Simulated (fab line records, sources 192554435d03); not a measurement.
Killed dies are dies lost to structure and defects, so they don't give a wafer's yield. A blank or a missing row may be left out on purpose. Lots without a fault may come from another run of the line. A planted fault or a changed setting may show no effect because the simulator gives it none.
fab line records | flow n5_finfet | part 2 of 2: steps 5 to 6 of 6
record lots=21 wafers=63 last_day=18
route steps=1938 shown MOL_CONTACT_COAG@607 BEOL_M0_SAQP@638
lots that met no fault: from a run of the same line without faults
start_h: hours from the record's first day to the start of the lot's first wafer shown | wait_h: hours since the lot's step before | " the same as in the row above | L1.1+2: a row that stands for several wafers | - no value, or no start given | * or withheld: withheld | < > ~ a bound
route shown NAME@n: a module of which the file shows steps, and the number in the route of the first | usual: mean/standard deviation of fault-free wafers | same: alike in all rows | chamber/n: place in a boat | sites: the reading at each site | _std_site: their standard deviation | _edge_site: outer sites' mean less inner sites' | radius_mm: how far each site lies from the wafer's centre | mask NAME#n: copy n | behind: the tool/chamber that last shaped the wafer | hold: why the lot was held/for how many hours/how that ended | device: the transistor (n, p or np) that didn't switch | end of line: the same wafers' tests at the end of the route | a step without rows: its recipe alone | killed: dies lost to structure and defects at the first sort, not the wafer's yield | map: a wafer's dies, x killed, . not, _ none there
set.NAME: the setting as run; set.NAME@STEP: as run at that earlier step | model.NAME: the simulator's own value behind a step, which no gauge read
steps of the route over a sample of lots; a table a step, a row a wafer
services: from which hour (start_h, from the record's first day; less than 0 if before it) a tool's chamber was out of use, for how many hours, and why
## steps
# step N5_BEOL_M0_SAQP_ETCH_83
# recipe chemistry=CF4 target=SiARC target_depth_a=390 mask_material=CAR-ArF time_s=65 ion_energy_ev=80 pressure_mtorr=40 source_w=545 bias_w=36 Ar_flow_sccm=100 cf4_flow_sccm=100 ends=cleared
# usual drypump_motor_current_A=5.6/0.49 etch_rf_on_time_s=64.3/1.2 oes_product_au=0.69/0.066 rf_vpp_V=184.3/1.2 showerhead_plenum_p_Torr=2.16/0.078 throttle_valve_pct=15.59/0.17
# columns lot.wafer tool chamber start_h wait_h drypump_motor_current_A etch_rf_on_time_s oes_product_au rf_hours_counter_h rf_vpp_V showerhead_plenum_p_Torr throttle_valve_pct
L074.2 rie_diel-03 0 107.53 0.0 5.4 64.9 0.66 125 182.8 2.15 15.75
L074.3 " 3 " " 6.1 65.7 0.57 282 181.9 2.02 16.18
L074.4 " 2 " " 6.2 65.0 0.75 - 185.2 2.18 15.38
L075.1 rie_diel-04 3 119.03 0.0 6.0 63.1 0.65 148 183.7 2.06 15.58
L075.2 " 1 " " 5.4 62.6 0.77 30 183.1 2.10 15.82
L075.5 " 2 " " 4.8 64.8 0.63 - 184.1 2.22 15.46
L076.2 rie_diel-04 0 122.63 0.0 6.3 66.7 0.63 159 182.4 2.13 15.51
L076.4 " 2 " " 4.7 64.9 0.64 163 185.1 2.22 15.45
L076.5 " 1 " " 5.4 63.2 0.76 - 184.0 2.10 15.82
L077.3 rie_diel-04 2 128.07 0.0 4.7 65.5 0.63 165 186.0 2.22 15.45
L077.5 " 0 " " 6.3 66.5 0.63 - 183.7 2.13 15.52
L077.6 " 3 " " 6.1 64.1 0.65 - 182.6 2.06 15.58
L078.1 rie_diel-05 2 133.46 0.0 5.4 64.9 0.76 54 185.1 2.25 15.42
L078.4 " 0 " " 6.4 62.8 0.77 34 183.1 2.10 15.71
L078.5 " 3 " " 5.3 65.6 0.61 - 183.7 2.13 15.58
L079.1 rie_diel-03 1 135.38 0.0 5.9 65.2 0.64 174 182.2 2.05 15.59
L079.3 " 2 " " 6.2 64.8 0.73 57 184.8 2.18 15.40
L079.5 " 2 " " 6.2 64.9 0.73 - 185.2 2.18 15.41
L080.2 rie_diel-05 0 147.30 0.0 6.3 63.5 0.75 39 185.7 2.09 15.75
L080.5 " 1 " " 5.3 62.7 0.78 - 185.2 2.26 15.32
L080.6 " 0 " " 6.3 62.9 0.75 - 183.9 2.09 15.73
L081.1 rie_diel-04 1 150.86 0.0 5.4 62.4 0.75 41 183.8 2.09 15.84
L081.2 " 3 " " 6.0 63.2 0.65 158 183.4 2.06 15.59
L081.3 " 2 " " 4.8 64.3 0.63 172 186.7 2.22 15.45
L082.1 rie_diel-03 2 158.15 0.0 6.1 65.3 0.72 64 184.4 2.18 15.42
L082.3 " 1 " " 5.9 65.2 0.63 181 183.0 2.05 15.63
L082.5 " 1 " " 5.9 65.1 0.63 - 184.4 2.04 15.61
L084.1 rie_diel-03 3 167.05 0.0 6.1 62.9 0.82 11 186.1 2.28 15.62
L084.3 " 0 " " 5.4 64.4 0.65 147 184.4 2.14 15.79
L084.6 " 0 " " 5.4 63.8 0.66 - 182.6 2.14 15.79
L083.2 rie_diel-05 1 168.95 0.0 5.3 62.6 0.77 51 185.9 2.26 15.35
L083.5 " 2 " " 5.4 64.4 0.74 - 183.6 2.25 15.44
L083.6 " 1 " " 5.3 62.8 0.75 - 185.8 2.26 15.36
L086.3 rie_diel-05 2 180.11 0.0 5.4 64.9 0.74 69 185.6 2.25 15.45
L086.4 " 1 " " 5.3 62.8 0.75 55 184.9 2.26 15.35
L086.5 " 3 " " 5.3 66.2 0.59 - 184.5 2.12 15.60
L087.1 rie_diel-05 0 183.87 0.0 6.3 63.3 0.75 49 184.1 2.09 15.75
L087.4 " 3 " " 5.3 65.7 0.60 231 184.0 2.12 15.61
L087.5 " 0 " " 6.3 63.8 0.74 - 182.9 2.09 15.73
L089.1 rie_diel-03 3 199.47 0.0 6.0 63.7 0.79 22 186.5 2.28 15.65
L089.2 " 0 " " 5.4 65.0 0.64 158 184.4 2.14 15.80
L089.4 " 1 " " 5.9 64.9 0.62 196 182.8 2.04 15.64
L091.3 rie_diel-04 3 208.32 0.0 6.0 64.1 0.62 167 182.7 2.05 15.60
L091.4 " 0 " " 6.3 66.0 0.62 183 183.6 2.13 15.57
L091.6 " 2 " " 4.7 64.6 0.62 - 185.0 2.22 15.49
L092.4 rie_diel-04 1 220.03 0.0 5.4 63.1 0.72 62 183.5 2.09 15.85
L092.5 " 3 " " 6.0 63.5 0.64 - 182.7 2.05 15.60
L092.6 " 2 " " 4.8 65.0 0.61 - 183.6 2.21 15.50
L093.1 rie_diel-04 0 223.81 0.0 6.3 67.3 0.62 188 184.6 2.12 15.57
L093.4 " 2 " " 4.8 65.1 0.62 193 186.0 2.21 15.49
L093.6 " 2 " " 4.8 65.6 0.62 - 185.1 2.21 15.50
L094.1 rie_diel-04 2 227.21 0.0 4.8 64.4 0.62 194 184.9 2.21 15.51
L094.2 " 1 " " 5.3 63.1 0.71 64 183.7 2.09 15.87
L094.3 " 0 " " 6.3 65.4 0.62 189 184.7 2.12 15.58
L095.1 rie_diel-05 2 235.48 0.0 5.4 64.0 0.72 85 186.1 2.24 15.46
L095.2 " 0 " " 6.3 63.4 0.72 65 183.0 2.09 15.78
L095.3 " 3 " " 5.3 65.5 0.59 248 183.7 2.12 15.65
L096.1 rie_diel-05 2 239.22 0.0 5.4 64.2 0.71 87 186.3 2.24 15.49
L096.3 " 1 " " 5.3 62.3 0.74 73 184.6 2.25 15.38
L096.4 " 0 " " 6.3 63.3 0.72 67 183.3 2.09 15.78
L097.1 rie_diel-03 1 244.44 0.0 6.0 65.6 0.61 208 182.3 2.04 15.67
L097.3 " 0 " " 5.4 66.4 0.62 170 184.4 2.14 15.83
L097.6 " 3 " " 6.0 64.2 0.77 - 185.6 2.28 15.68
# step N5_BEOL_M0_SAQP_SPACER2_ALD_26
# recipe material=SiO2 target_thk_a=150 temp_c=300 ald_precursor_family=BDEAS ald_co_reactant=O2-plasma pulse_time_s=1 purge_time_s=2 co_reactant_purge_time_s=2 pressure_torr=2
# usual heater_power_w=436/38 precursor_pulse_height_rel=1.000/0.02 susceptor_temp_C=300.01/0.2
# columns lot.wafer tool chamber start_h wait_h heater_power_w precursor_pulse_height_rel susceptor_temp_C
L074.2 ald_sin-03 3 110.68 0.4 494 1.014 299.84
L074.3 " 1 " " 370 1.020 300.08
L074.4 " 0 " " 396 1.007 300.20
L075.1 ald_sin-03 3 121.94 0.2 494 0.996 299.78
L075.2 " 2 " " 426 0.984 300.04
L075.5 " 3 " " 499 0.983 299.97
L076.2 ald_sin-03 2 126.89 0.1 434 0.984 300.06
L076.4 " 0 " " 388 0.999 300.08
L076.5 " 2 " " 434 0.990 299.99
L077.3 ald_sin-01 1 130.90 0.1 416 1.009 299.91
L077.5 " 1 " " 416 1.011 300.23
L077.6 " 2 " " 438 0.989 299.72
L078.1 ald_sin-04 2 137.35 1.4 446 1.018 300.30
L078.4 " 3 " " 400 1.012 299.86
L078.5 " 2 " " 443 1.018 300.11
L079.1 ald_sin-01 0 139.62 0.2 439 0.982 299.76
L079.3 " 3 " " 503 1.003 300.07
L079.5 " 1 " " 417 0.991 300.03
L080.2 ald_sin-03 1 150.30 0.1 371 1.029 300.00
L080.5 " 3 " " 498 1.002 299.76
L080.6 " 2 " " 445 0.994 300.14
L081.1 ald_sin-01 1 153.44 0.1 413 1.022 300.19
L081.2 " 3 " " 510 1.027 299.93
L081.3 " 0 " " 442 0.990 299.82
L082.1 ald_sin-03 2 161.05 0.1 441 0.997 300.08
L082.3 " 1 " " 364 0.992 299.67
L082.5 " 3 " " 492 1.016 300.02
L084.1 ald_sin-01 1 169.73 0.1 406 1.001 299.65
L084.3 " 0 " " 447 0.993 300.11
L084.6 " 2 " " 433 0.980 300.06
L083.2 ald_sin-01 1 171.77 0.1 395 1.023 300.15
L083.5 " 1 " " 408 1.025 299.93
L083.6 " 2 " " 433 0.996 300.01
L086.3 ald_sin-01 2 182.86 0.1 446 1.000 300.14
L086.4 " 0 " " 437 1.029 299.77
L086.5 " 3 " " 516 0.995 300.20
L087.1 ald_sin-01 1 186.66 0.1 405 1.033 299.70
L087.4 " 2 " " 432 1.036 300.32
L087.5 " 1 " " 410 1.002 299.82
L089.1 ald_sin-03 3 202.02 0.1 497 0.962 300.13
L089.2 " 1 " " 370 0.980 300.10
L089.4 " 2 " " 427 1.001 300.10
L091.3 ald_sin-01 0 211.28 0.2 434 0.985 300.00
L091.4 " 1 " " 412 1.042 300.06
L091.6 " 3 " " 507 0.975 300.01
L092.4 ald_sin-04 3 222.98 0.1 412 0.994 300.24
L092.5 " 3 " " 402 0.976 299.88
L092.6 " 0 " " 476 1.008 299.84
L093.1 ald_sin-04 3 227.03 0.1 407 0.991 300.06
L093.4 " 1 " " 410 0.977 299.64
L093.6 " 1 " " 404 0.999 300.32
L094.1 ald_sin-01 0 230.70 0.1 439 1.008 299.93
L094.2 " 1 " " 402 1.002 299.83
L094.3 " 3 " " 502 0.982 299.78
L095.1 ald_sin-04 1 238.13 0.1 402 1.018 300.11
L095.2 " 2 " " 439 0.980 299.80
L095.3 " 0 " " 468 0.995 300.27
L096.1 ald_sin-03 1 242.69 0.1 374 1.007 299.82
L096.3 " 0 " " 414 1.013 300.19
L096.4 " 2 " " 435 0.954 299.96
L097.1 ald_sin-04 2 247.20 0.1 448 0.998 299.93
L097.3 " 3 " " 412 1.018 299.88
L097.6 " 3 " " 406 0.997 300.10
## services
# columns tool chamber start_h hours kind
ald_sin-01 - 85.31 14.0 pm
rie_diel-04 - 86.96 1.0 repair
rie_diel-05 2 91.74 2.1 repair
pecvd-04 0 91.93 6.3 repair
ald_sin-01 - 99.31 2.8 pm
ald_sin-04 - 104.09 1.6 repair
ald_sin-04 - 134.13 3.2 repair
pecvd-01 1 145.26 4.8 repair
pecvd-04 - 147.46 1.8 repair
rie_diel-06 - 152.14 4.3 pm
ald_sin-03 - 153.63 2.8 pm
rie_diel-04 3 158.32 14.6 repair
rie_diel-02 - 161.27 0.4 repair
rie_diel-03 2 166.17 6.7 repair
rie_diel-01 2 185.30 17.7 repair
rie_diel-04 3 193.36 5.3 repair
rie_diel-02 1 195.81 5.5 repair
ald_sin-01 1 197.73 12.1 repair
rie_diel-02 3 198.03 6.0 repair
rie_diel-04 3 210.71 1.6 repair
pecvd-02 - 227.83 0.8 repair
pecvd-04 2 239.49 10.0 repair
rie_diel-02 - 241.53 15.6 pm
rie_diel-05 1 245.40 1.7 repair
